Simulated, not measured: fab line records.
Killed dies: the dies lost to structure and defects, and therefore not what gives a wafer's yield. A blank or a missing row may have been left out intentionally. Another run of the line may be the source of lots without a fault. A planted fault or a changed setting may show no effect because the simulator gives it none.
Which tool was responsible?	flow nand harc	33 wafers from 11 lots sampled at 5 of the route's 1159 steps

WHAT EACH GAUGE READ, for each wafer
NHARC_A_M1_OVL_MEAS_10: pitch 240 nm. Usual: overlay x nm 0.1 nm, standard deviation 0.83; overlay y nm 0.1 nm, standard deviation 0.84.
lot	measured	on	overlay x nm (nm)	overlay y nm (nm)	flag
L795	day 17 23:59	overlay-01	-0.8 -1.0 -1.1	0.3 -0.1 -0.2	
L794	day 18 00:58	overlay-01	0.0 -0.7 -0.8	0.1 0.3 0.6	
L796	day 18 01:56	overlay-02	-0.3 -0.7 -0.5	-1.5 -1.5 -1.5	
L799	day 18 07:08	overlay-01	-0.1 0.6 -0.6	1.3 0.8 1.2	
L797	day 18 16:43	overlay-01	-1.1 -0.5 -0.8	0.9 0.7 1.1	
L800	day 19 01:22	overlay-02	-0.4 -0.3 -0.6	0.5 0.0 1.3	
L805	day 20 13:37	overlay-02	0.0 -0.1 0.3	0.9 1.0 1.4	
L808	day 20 14:02	overlay-02	0.4 0.6 0.0	-0.4 -0.4 -0.3	
L807	day 20 14:31	overlay-02	0.1 0.5 -0.4	0.0 0.0 0.1	
L806	day 20 21:50	overlay-02	-0.6 -0.3 -0.7	0.7 0.5 0.7	
L811	day 22 05:07	overlay-02	0.3 0.9 0.6	0.0 0.3 -0.5	

NHARC_END_WLT_00. Usual: VT_DECK1_BOTTOM 0.868, standard deviation 0.0077; VT_DECK1_BOTTOM_INNER 0.868, standard deviation 0.0071; VT_DECK1_MEDIAN_NEAR_BOTTOM 0.869, standard deviation 0.0074; VT_DECK1_MEDIAN_NEAR_BOTTOM_INNER 0.869, standard deviation 0.0068; VT_DECK1_MIDDLE 0.881, standard deviation 0.0066; VT_DECK1_MIDDLE_INNER 0.882, standard deviation 0.0061; VT_DECK1_TOP 0.893, standard deviation 0.0059; VT_DECK1_TOP_INNER 0.893, standard deviation 0.0062.
lot	measured	on	VT_DECK1_BOTTOM	VT_DECK1_BOTTOM_INNER	VT_DECK1_MEDIAN_NEAR_BOTTOM	VT_DECK1_MEDIAN_NEAR_BOTTOM_INNER	VT_DECK1_MIDDLE	VT_DECK1_MIDDLE_INNER	VT_DECK1_TOP	VT_DECK1_TOP_INNER	flag
L795	day 19 23:39	prober-02	0.875 0.875 0.878	0.873 0.868 0.875	0.879 0.877 0.883	0.885 0.875 0.869	0.883 0.888 0.880	0.883 0.879 0.890	0.899 0.896 0.891	0.893 0.894 0.894	
L794	day 19 20:25	prober-01	0.866 0.872 0.874	0.869 0.870 0.874	0.871 0.870 0.873	0.873 0.870 0.873	0.879 0.887 0.885	0.886 0.886 0.893	0.884 0.901 0.896	0.894 0.893 0.896	
L796	day 20 04:10	prober-01	0.867 0.872 0.867	0.868 0.869 0.864	0.854 0.874 0.868	0.867 0.864 0.875	0.874 0.880 0.877	0.879 0.879 0.885	0.891 0.888 0.904	0.892 0.886 0.891	
L799	day 19 15:50	prober-02	0.875 0.862 0.871	0.869 0.869 0.866	0.872 0.872 0.877	0.874 0.869 0.868	0.882 0.880 0.880	0.885 0.894 0.884	0.893 0.894 0.897	0.891 0.901 0.903	
L797	day 20 12:29	prober-01	0.862 0.871 0.854	0.864 0.878 0.849	0.862 0.881 0.860	0.859 0.877 0.860	0.872 0.881 0.877	0.871 0.877 0.869	0.889 0.891 0.886	0.887 0.886 0.895	
L800	day 20 14:35	prober-02	0.862 0.863 0.863	0.858 0.867 0.868	0.868 0.867 0.873	0.859 0.866 0.872	0.885 0.882 0.884	0.880 0.887 0.868	0.893 0.896 0.892	0.890 0.897 0.898	
L805	day 22 01:24	prober-02	0.866 0.872 0.878	0.863 0.867 0.864	0.872 0.871 0.868	0.866 0.863 0.874	0.881 0.885 0.888	0.882 0.887 0.885	0.892 0.896 0.894	0.906 0.897 0.897	
L808	day 22 08:41	prober-01	0.876 0.867 0.865	0.874 0.853 0.873	0.870 0.870 0.868	0.889 0.875 0.870	0.895 0.878 0.882	0.890 0.874 0.878	0.897 0.895 0.896	0.888 0.890 0.890	
L807	day 22 01:24	prober-01	0.866 0.862 0.867	0.872 0.856 0.867	0.877 0.871 0.876	0.875 0.858 0.868	0.876 0.879 0.887	0.876 0.888 0.885	0.895 0.898 0.897	0.899 0.896 0.900	
L806	day 22 17:25	prober-01	0.870 0.858 0.851	0.871 0.858 0.865	0.871 0.862 0.865	0.879 0.864 0.865	0.874 0.874 0.866	0.880 0.879 0.887	0.888 0.894 0.896	0.892 0.885 0.894	
L811	day 24 02:40	prober-02	0.867 0.865 0.856	0.871 0.861 0.865	0.875 0.863 0.865	0.867 0.865 0.873	0.881 0.884 0.880	0.879 0.874 0.878	0.896 0.890 0.896	0.885 0.890 0.886	

NHARC_END_SORT_01. Usual: defect limited yield 96.0 %, standard deviation 1.3; killed at array 24, standard deviation 8.4; killed at other 0.7, standard deviation 1.1; killed at periphery 2.9, standard deviation 1.7; killed dies 27, standard deviation 8.6; killed open 3.3, standard deviation 1.8; killed short 1.8, standard deviation 1.4; sort_bin_2_pct 1.3 %, standard deviation 0.56; sort_bin_3_pct 0.19 %, standard deviation 0.18; sort_bin_4_pct 2.6 %, standard deviation 0.84; sort n pass 650, standard deviation 8.6; sort rim yield pct 96.1 %, standard deviation 2.3; sort yield pct 96.0 %, standard deviation 1.3.
lot	measured	on	defect limited yield (%)	killed at array	killed at other	killed at periphery	killed dies	killed open	killed short	sort_bin_2_pct (%)	sort_bin_3_pct (%)	sort_bin_4_pct (%)	sort n pass	sort rim yield pct (%)	sort yield pct (%)	flag
L811	day 24 05:59	prober-02	89.4 95.0 95.3	26 32 30	46 0 1	0 2 1	72 34 32	4 4 2	3 2 1	4.7 2.1 1.0	1.92 0.30 0.15	4.0 2.7 3.5	605 643 645	85.8 97.2 99.1	89.4 95.0 95.3	OFF

EACH LOT AND THE TOOL THAT RAN IT (in order: tool; ch and the chambers of the sampled wafers; start)
lot	NHARC_A_BONDPAD_STRIP_15	NHARC_THIN_TSV_ETCHBACK_48
L795	rie diel-09 ch 0,1,2, day 18 05:13	rie diel-08 ch 0,1,2, day 19 04:50
L794	rie diel-06 ch 0,1, day 18 06:11	rie diel-08 ch 0,2,3, day 19 06:05
L796	rie diel-11 ch 0,1,3, day 18 07:13	rie diel-08 ch 0,1,3, day 19 07:19
L799	rie diel-09 ch 0,1,3, day 18 12:24	rie diel-01 ch 0,2, day 19 08:21
L797	rie diel-09 ch 1,2,3, day 18 22:22	rie diel-08 ch 0,1,2, day 19 14:11
L800	rie diel-11 ch 0,1,2, day 19 06:42	rie diel-01 ch 1,3, day 20 00:00
L805	rie diel-09 ch 0,1,3, day 20 18:52	rie diel-07 ch 1,2, day 21 13:05
L808	rie diel-09 ch 0,1,2, day 20 19:20	rie diel-08 ch 0,1,2, day 21 15:34
L807	rie diel-09 ch 1,2,3, day 20 19:47	rie diel-07 ch 0,1,2, day 21 14:22
L806	rie diel-11 ch 1,3, day 21 03:56	rie diel-01 ch 0,2,3, day 21 21:08
L811	rie diel-09 ch 0,1,2, day 22 10:34	rie diel-08 ch 0,2,3, day 23 07:02
- NHARC_A_BONDPAD_STRIP_15: strips in O2.
- NHARC_THIN_TSV_ETCHBACK_48: etches the open film in C4F8/Ar, target depth 1028.5 nm, time 405.17 s.

WHAT THE TOOLS THEMSELVES READ (means of the sampled wafers that have a number; where no wafer has one, the mark that the record gives instead)
NHARC_A_BONDPAD_STRIP_15. Usual: drypump motor current A 5.8 A, standard deviation 0.5; oes product au 1.000 a.u., standard deviation 0.012; rf vpp V 57.7 V, standard deviation 0.85; showerhead plenum p Torr 3.52 Torr, standard deviation 0.15; throttle valve pct 17.036 %, standard deviation 0.0085.
lot	tool	drypump motor current A (A)	oes product au (a.u.)	rf vpp V (V)	showerhead plenum p Torr (Torr)	throttle valve pct (%)	flag
L795	rie diel-09	6.1	1.002	58.3	3.62	17.038	
L794	rie diel-06	5.6	0.989	57.5	3.35	17.032	
L796	rie diel-11	5.5	1.008	57.0	3.35	17.030	
L799	rie diel-09	6.1	1.008	57.2	3.51	17.040	
L797	rie diel-09	5.7	1.005	58.0	3.60	17.037	
L800	rie diel-11	5.5	0.998	56.5	3.39	17.036	
L805	rie diel-09	6.0	0.996	58.3	3.51	17.048	
L808	rie diel-09	6.1	0.995	58.0	3.62	17.042	
L807	rie diel-09	5.7	1.006	56.9	3.60	17.039	
L806	rie diel-11	5.3	1.002	57.4	3.37	17.035	
L811	rie diel-09	6.1	1.004	58.2	3.62	17.049	

NHARC_THIN_TSV_ETCHBACK_48. Usual: oes product au 0.934 a.u., standard deviation 0.025; rf vpp V 547.1 V, standard deviation 3.
lot	tool	oes product au (a.u.)	rf vpp V (V)	flag
L795	rie diel-08	0.921	548.5	
L794	rie diel-08	0.919	546.4	
L796	rie diel-08	0.919	546.3	
L799	rie diel-01	0.931	548.1	
L797	rie diel-08	0.931	548.2	
L800	rie diel-01	0.924	548.9	
L805	rie diel-07	0.922	545.5	
L808	rie diel-08	0.972	548.7	
L807	rie diel-07	0.916	546.6	
L806	rie diel-01	1.016	547.2	OFF
L811	rie diel-08	0.931	545.7	

THE ANSWER, worked out from the rows above alone
Rule: a lot is off if the mean of its wafers that have a number lies more than 3 standard deviations from the usual mean. Also off: a lot with no number at a reading for which 4 or more lots have one. The other lots that the step has rows for count as sound. After the gauges, taken in route order, come the tools' own readings; for these a lot's mean is taken, as printed above. At the first step where some lot is off, the reading lying furthest off is the one used; lots without a number count as furthest.
Off at NHARC_END_SORT_01 (killed at other): L811. Neither off nor sound, because the step has no rows for them: L795, L794, L796, L799, L797, L800, L805, L808, L807, L806.
If a tool, at a process step before that reading, ran all the lots that are off and no sound lot after the first of them, it fits. Gauges at NHARC_END_SORT_01: tried the same way as those tools. Can't be told from this: 3 tools fit, rie diel-09 at NHARC_A_BONDPAD_STRIP_15, rie diel-08 at NHARC_THIN_TSV_ETCHBACK_48, prober-02 at NHARC_END_SORT_01.

WHAT THE SIMULATOR HAD PUT IN
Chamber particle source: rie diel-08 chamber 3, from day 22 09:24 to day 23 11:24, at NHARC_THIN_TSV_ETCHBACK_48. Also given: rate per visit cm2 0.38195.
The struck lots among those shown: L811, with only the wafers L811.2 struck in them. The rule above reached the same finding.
